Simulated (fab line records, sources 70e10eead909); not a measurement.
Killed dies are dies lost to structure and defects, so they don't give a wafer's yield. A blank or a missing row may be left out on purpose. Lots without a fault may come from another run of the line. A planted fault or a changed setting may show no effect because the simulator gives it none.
A struck lot beside a sound one | flow nand_harc | 12 steps out of a route of 1159
Sound: wafers L845.1, L845.4, L845.5. Struck: wafers L844.1, L844.3, L844.4. The cause comes at the end.
At each step with rows: each side's tool, then ch and its chambers, then its first start. Under that, the readings that differ: sound wafers | struck wafers | difference of the means | sigmas: that difference in standard deviations of wafers without a fault.
alike: readings whose means differ by less than 2 such deviations, and words and numbers that are the same on both sides. not compared: withheld readings, readings that some wafer has no value for, bounds like >300 that may hide the same value, and numbers for which the record gives no deviation and whose values overlap.
The two part at a step that has a row with sigmas, a row that says differs or no value, or rows on one side only. Numbers that don't overlap but have no deviation are shown without sigmas and don't part them. A reading that every wafer of one side lacks parts them only if that side has two wafers or more.

first, 1 step without rows for these wafers: NHARC_A_CHANNEL_FILL_D1_SRD_12.
NHARC_A_CHANNEL_FILL_D1_RTA_24: time 5 s.
  sound on rtp_anneal-02 ch 0, day 14 16:59; struck on rtp_anneal-01 ch 0, day 13 17:54
  reading             | sound          | struck         | difference | sigmas
  lamp_power_pct (%)  | 25.4 25.4 25.4 | 27.8 27.8 27.9 | +2.4       | +2
  lamp_zone_7_pct (%) | 25.8 25.8 25.8 | 28.3 28.2 28.3 | +2.5       | +2
  alike: wafer_temp_C_max
NHARC_A_CHANNEL_FILL_D1_INSPECT_13:
  sound on defect_inspect-01, day 14 17:11; struck on defect_inspect-01, day 13 18:06
  alike: raw_defect_count
NHARC_A_STAIRCASE_DEP_156: deposits SiNx, target thk 50 nm.
  sound on pecvd-01 ch 0,1, day 14 17:19; struck on pecvd-01 ch 0,1, day 13 18:12
  alike: heater_power_w
then, 7 steps without rows for these wafers: NHARC_A_STAIRCASE_DEHYDRATE_158 (time 120 s); NHARC_A_STAIRCASE_HMDS_159 (time 30 s); NHARC_A_STAIRCASE_COAT_160; NHARC_A_STAIRCASE_SOFTBAKE_161 (time 170 s); NHARC_A_STAIRCASE_EBR_162; NHARC_A_STAIRCASE_EXPOSE_163 (exposes mask STAIR OPEN); NHARC_A_STAIRCASE_PEB_164 (peb time 130 s).
NHARC_A_STAIRCASE_DEVELOP_165: time 140 s.
  sound on litho_track-05 ch 0, day 14 17:00; struck on litho_track-03, day 13 18:00
  no value came back on the struck wafers for chill_plate_temp_C (C), exhaust_pa (Pa); on the sound wafers chill_plate_temp_C (C) reads 22.81 23.07 23.06

WHERE THEY PART
First at NHARC_A_CHANNEL_FILL_D1_RTA_24; last, within this record, at NHARC_A_STAIRCASE_DEVELOP_165.

WHY: what the simulator had put in
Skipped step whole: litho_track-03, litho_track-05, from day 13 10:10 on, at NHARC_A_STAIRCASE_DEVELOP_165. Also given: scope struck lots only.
